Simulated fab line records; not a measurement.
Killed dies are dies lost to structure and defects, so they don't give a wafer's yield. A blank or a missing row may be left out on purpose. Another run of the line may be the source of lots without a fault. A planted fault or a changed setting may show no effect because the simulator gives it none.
Which tool is to blame? -- flow n5Finfet -- at 1 step of a route of 1938, 12 lots with 36 wafers sampled

## WHAT THE GAUGES READ, wafer by wafer
N5_ZERO_LAYER_CD_MEAS_11: the cd target is 2000 nm. Usual: cdNm 2000.2 nm, standard deviation 2.
lot,measured,on,cdNm (nm),flag
L606,day 1 12:46,cdSem-03,2001.0 2001.7 2003.0,
L608,day 2 00:46,cdSem-01,1998.1 2001.9 2000.9,
L611,day 2 18:40,cdSem-02,1996.6 1998.8 1998.9,
L613,day 3 06:46,cdSem-03,1999.0 1996.4 2001.7,
L614,day 3 12:38,cdSem-03,2000.2 1997.6 1999.9,
L619,day 4 18:38,cdSem-03,2001.3 1999.7 2001.3,
L620,day 5 00:40,cdSem-01,1999.2 2001.4 2001.3,
L621,day 5 06:47,cdSem-01,1999.3 2000.7 2000.7,
L626,day 6 12:38,cdSem-03,2000.2 2001.5 1996.7,
L627,day 6 18:57,cdSem-02,1999.8 2001.3 1998.5,
L628,day 7 00:38,cdSem-01,2002.2 1999.4 2001.6,
L629,day 7 06:38,cdSem-02,2000.8 1999.7 2000.4,

## WHICH TOOL RAN EACH LOT (tool, then ch and the chambers of the sampled wafers, then the start)
The record shows no process step preceding these readings.

## WHAT THE TOOLS THEMSELVES READ (means of the sampled wafers that have a number; where no wafer has one, the mark that the record gives instead)
The record holds no such reading with a usual standard deviation.

## THE ANSWER, worked out from the rows above alone
Rule: a lot is off if the mean of its wafers that have a number lies more than 3 standard deviations from the usual mean. Also off: a lot with no number at a reading for which 4 or more lots have one. All remaining lots with rows at the step are treated as sound. The gauges are gone through in route order, then the tools' own readings, and for those a lot's mean is taken as printed above. The first step at which some lot is off is used, and at that step the reading that is off furthest; a lot without a number counts as furthest.
None of the lots is off at any reading shown; this tells nothing.

## WHAT WAS PUT IN BY THE SIMULATOR
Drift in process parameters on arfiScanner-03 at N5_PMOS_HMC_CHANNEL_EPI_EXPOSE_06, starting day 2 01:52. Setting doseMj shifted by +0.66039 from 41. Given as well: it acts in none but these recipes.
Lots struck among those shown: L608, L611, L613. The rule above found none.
